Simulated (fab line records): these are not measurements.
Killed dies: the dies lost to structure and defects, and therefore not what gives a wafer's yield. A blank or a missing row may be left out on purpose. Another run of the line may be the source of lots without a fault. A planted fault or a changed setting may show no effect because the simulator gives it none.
Split-lot experiment | flow n5Finfet | 21 wafers read across 7 lots, on a route 1938 steps long

== SPLIT DETAILS ==
At N5_PMOS_HMC_CHANNEL_EPI_PEB_07 (peb time 60 s), the setting pebTempC was moved away from the recipe's 110 C on 5 of the 21 wafers read, by -1.8% to +2.9%. This setting was run at the recipe's value on the other wafers.

== FROM THE SPLIT ON TO THE READING: in between, the file shows 1 step ==
- N5_PMOS_HMC_CHANNEL_EPI_DEVELOP_08: develop time 30 s

== THE READING ==
cdNm, in nm, at N5_PMOS_HMC_CHANNEL_EPI_CD_MEAS_09 (target cd 237.4 nm). On this fab line, fault-free wafers typically give 237.3 nm with a standard deviation of 1.1 nm.

wafer  | tool, chamber at the split | pebTempC as run, C | against the recipe | cdNm, nm | against lot-mates on the recipe
L080.1 | lithoTrack-01, 0           | 110                | recipe             | 239.9    | -
L080.2 | lithoTrack-01, 0           | 110                | recipe             | 235.4    | -
L080.5 | lithoTrack-01, 0           | 110                | recipe             | 237.7    | -
L081.3 | lithoTrack-02, 0           | 110                | recipe             | 238.1    | -
L081.4 | lithoTrack-02, 0           | 108                | -1.8%              | 231.7    | -6.4
L081.6 | lithoTrack-02, 0           | 108                | -1.8%              | 230.6    | -7.5
L084.1 | lithoTrack-05, 0           | 113.2              | +2.9%              | 245.6    | +8.9
L084.4 | lithoTrack-05, 0           | 113.2              | +2.9%              | 246.2    | +9.5
L084.5 | lithoTrack-05, 0           | 110                | recipe             | 236.7    | -
L088.1 | lithoTrack-02, 0           | 110                | recipe             | 238.5    | -
L088.2 | lithoTrack-02, 0           | 110                | recipe             | 238.7    | -
L088.3 | lithoTrack-02, 0           | 108.5              | -1.4%              | 234.0    | -4.6
L091.1 | lithoTrack-05, 0           | 110                | recipe             | 235.7    | -
L091.5 | lithoTrack-05, 0           | 110                | recipe             | 236.3    | -
L091.6 | lithoTrack-05, 0           | 110                | recipe             | 236.5    | -
L093.1 | lithoTrack-01, 0           | 110                | recipe             | 236.8    | -
L093.2 | lithoTrack-01, 0           | 110                | recipe             | 237.7    | -
L093.5 | lithoTrack-01, 0           | 110                | recipe             | 237.3    | -
L095.3 | lithoTrack-02, 0           | 110                | recipe             | 235.7    | -
L095.4 | lithoTrack-02, 0           | 110                | recipe             | 237.1    | -
L095.6 | lithoTrack-02, 0           | 110                | recipe             | 237.4    | -

FIT RESULTS
A straight line over all 21 wafers: cdNm changes by +3.03 nm for each +1% of pebTempC; r = +0.95; the points scatter about the line by 1.1 nm.
The same after taking each lot's own level away (the mean of its wafers on the recipe; 21 wafers): +3.35 nm for each +1%; r = +0.97; scatter 0.89 nm.
The reading moves by 9.8 nm for the largest change in pebTempC, on that fit.
Across the lots, their own levels run from 236.17 to 238.60 nm, a range of 2.2 times the standard deviation given above.
Consequently the slope shifts little with the lot-to-lot level, the two slopes agreeing.
Check: with one of the wafers moved furthest among these (+2.9%) left out of the fit, the line predicts +10.1 nm for it against its lot-mates. Against them it came out at +8.9 nm.

== THE OTHER SPLITS THESE WAFERS WENT THROUGH ==
Other splits were also applied to these wafers ahead of the reading. Each is held against what the fit with the lots' levels taken away leaves over:
other split on the same wafers          | wafers away from the commonest value | r with cdNm (lot level and that fit taken away)
N5_WELL_APT_COAT_02 spinRpm             | 9                                    | -0.20
N5_WELL_APT_EXPOSE_05 doseMj            | 9                                    | -0.06
N5_PMOS_HMC_CHANNEL_EPI_HM_DEP_34 timeS | 7                                    | -0.02

== THE WHOLE CHAIN: every reading that the file lists as answering this split, in the file's order ==
step                               | what it does                                                           | reading                                                                    | change (the file's fit)              | r (the file's)
N5_PMOS_HMC_CHANNEL_EPI_CD_MEAS_09 | target cd 237.4 nm                                                     | cdNm                                                                       | +3.34 nm for each +1% of the setting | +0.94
N5_PMOS_HMC_CHANNEL_EPI_DESCUM_14  | chemistry O2, time 7.9 s                                               | PMOS_HMC_CHANNEL_EPI.cdNm (the simulator's own value, which no gauge read) | +3.27 nm for each +1% of the setting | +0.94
N5_PMOS_HMC_CHANNEL_EPI_ETCH_32    | etches BARC in N2/H2, stops on SiO2, target depth 85.8 nm, time 50.3 s | PMOS_HMC_CHANNEL_EPI.cdNm (the simulator's own value, which no gauge read) | +2.99 nm for each +1% of the setting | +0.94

== THE FILE'S OWN FIT ==
cdNm changes by +3.34 nm for each +1% of pebTempC, r = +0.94.
